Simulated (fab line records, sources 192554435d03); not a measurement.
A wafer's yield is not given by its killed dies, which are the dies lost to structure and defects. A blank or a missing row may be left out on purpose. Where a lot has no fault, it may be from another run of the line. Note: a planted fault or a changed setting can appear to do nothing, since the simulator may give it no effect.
Matching of chambers / flow n5Finfet / N5_BEOL_M1_ETCH_63 on rieDiel-05: 4 sister chambers
The step etches SiARC in CF4, target depth 15.6 nm, time 26 s. 18 wafers are shown with their chamber, then 9 later ones without.

== WAFERS PAIRED WITH THEIR CHAMBERS ==
wafer=L074.1; chamber=1; showerheadPlenumPTorr (Torr)=2.19; rfVppV (V)=184.2; throttleValvePct (%)=15.58
wafer=L074.4; chamber=3; showerheadPlenumPTorr (Torr)=2.23; rfVppV (V)=184.4; throttleValvePct (%)=15.77
wafer=L074.6; chamber=3; showerheadPlenumPTorr (Torr)=2.23; rfVppV (V)=185.6; throttleValvePct (%)=15.76
wafer=L075.1; chamber=2; showerheadPlenumPTorr (Torr)=2.21; rfVppV (V)=183.7; throttleValvePct (%)=16.16
wafer=L075.2; chamber=3; showerheadPlenumPTorr (Torr)=2.23; rfVppV (V)=185.0; throttleValvePct (%)=15.77
wafer=L075.6; chamber=3; showerheadPlenumPTorr (Torr)=2.23; rfVppV (V)=184.7; throttleValvePct (%)=15.76
wafer=L078.1; chamber=1; showerheadPlenumPTorr (Torr)=2.19; rfVppV (V)=185.1; throttleValvePct (%)=15.61
wafer=L078.4; chamber=1; showerheadPlenumPTorr (Torr)=2.19; rfVppV (V)=183.5; throttleValvePct (%)=15.60
wafer=L078.6; chamber=0; showerheadPlenumPTorr (Torr)=2.07; rfVppV (V)=182.8; throttleValvePct (%)=15.63
wafer=L080.1; chamber=1; showerheadPlenumPTorr (Torr)=2.19; rfVppV (V)=185.1; throttleValvePct (%)=15.59
wafer=L080.5; chamber=3; showerheadPlenumPTorr (Torr)=2.22; rfVppV (V)=184.8; throttleValvePct (%)=15.77
wafer=L080.6; chamber=1; showerheadPlenumPTorr (Torr)=2.19; rfVppV (V)=186.0; throttleValvePct (%)=15.62
wafer=L086.1; chamber=3; showerheadPlenumPTorr (Torr)=2.22; rfVppV (V)=187.3; throttleValvePct (%)=15.81
wafer=L086.4; chamber=2; showerheadPlenumPTorr (Torr)=2.20; rfVppV (V)=184.1; throttleValvePct (%)=15.70
wafer=L086.5; chamber=2; showerheadPlenumPTorr (Torr)=2.20; rfVppV (V)=185.9; throttleValvePct (%)=15.69
wafer=L088.3; chamber=0; showerheadPlenumPTorr (Torr)=2.07; rfVppV (V)=182.5; throttleValvePct (%)=15.69
wafer=L088.5; chamber=2; showerheadPlenumPTorr (Torr)=2.20; rfVppV (V)=184.9; throttleValvePct (%)=15.69
wafer=L088.6; chamber=1; showerheadPlenumPTorr (Torr)=2.18; rfVppV (V)=185.6; throttleValvePct (%)=15.08

SIGNATURES (means of the wafers above)
reading=showerheadPlenumPTorr; chamber 0=2.0700; chamber 1=2.1883; chamber 2=2.2025; chamber 3=2.2267; scatter within a chamber=0.00456
reading=rfVppV; chamber 0=182.650; chamber 1=184.917; chamber 2=184.650; chamber 3=185.300; scatter within a chamber=0.953
reading=throttleValvePct; chamber 0=15.6600; chamber 1=15.5133; chamber 2=15.8100; chamber 3=15.7733; scatter within a chamber=0.168
Rule: for each reading, subtract the chamber's mean from the wafer's reading, divide by that reading's scatter and square the result; add these up over the readings and take the root, which gives the wafer's distance from the chamber. The wafer belongs to the nearest chamber; if the next one is less than 2 further off, it can't be placed. The scatter: the root of (the sum of the squares of (reading less its chamber's mean) over the shown wafers, divided by (wafers less chambers)).

== WAFERS WHOSE CHAMBER IS MISSING ==
wafer=L090.2; showerheadPlenumPTorr (Torr)=2.07; rfVppV (V)=181.7; throttleValvePct (%)=15.71
wafer=L090.4; showerheadPlenumPTorr (Torr)=2.20; rfVppV (V)=184.2; throttleValvePct (%)=15.70
wafer=L090.6; showerheadPlenumPTorr (Torr)=2.22; rfVppV (V)=184.1; throttleValvePct (%)=15.80
wafer=L095.1; showerheadPlenumPTorr (Torr)=2.18; rfVppV (V)=185.6; throttleValvePct (%)=15.12
wafer=L095.2; showerheadPlenumPTorr (Torr)=2.20; rfVppV (V)=184.5; throttleValvePct (%)=15.74
wafer=L095.3; showerheadPlenumPTorr (Torr)=2.21; rfVppV (V)=184.4; throttleValvePct (%)=15.82
wafer=L097.2; showerheadPlenumPTorr (Torr)=2.06; rfVppV (V)=183.1; throttleValvePct (%)=15.71
wafer=L097.4; showerheadPlenumPTorr (Torr)=2.18; rfVppV (V)=184.6; throttleValvePct (%)=15.13
wafer=L097.6; showerheadPlenumPTorr (Torr)=2.21; rfVppV (V)=184.5; throttleValvePct (%)=15.84

== CHAMBER TAKEN BY EACH ==
wafer=L090.2; from the rows above=0; in truth=0
wafer=L090.4; from the rows above=can't be placed: 2 or 1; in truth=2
wafer=L090.6; from the rows above=can't be placed: 3 or 2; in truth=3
wafer=L095.1; from the rows above=1; in truth=1
wafer=L095.2; from the rows above=2; in truth=2
wafer=L095.3; from the rows above=2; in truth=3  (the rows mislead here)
wafer=L097.2; from the rows above=0; in truth=0
wafer=L097.4; from the rows above=1; in truth=1
wafer=L097.6; from the rows above=2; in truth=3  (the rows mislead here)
5 of 9 placed correctly. These rows do not allow placing 2 (true chamber among the candidates in 2). Wrongly placed: 2.
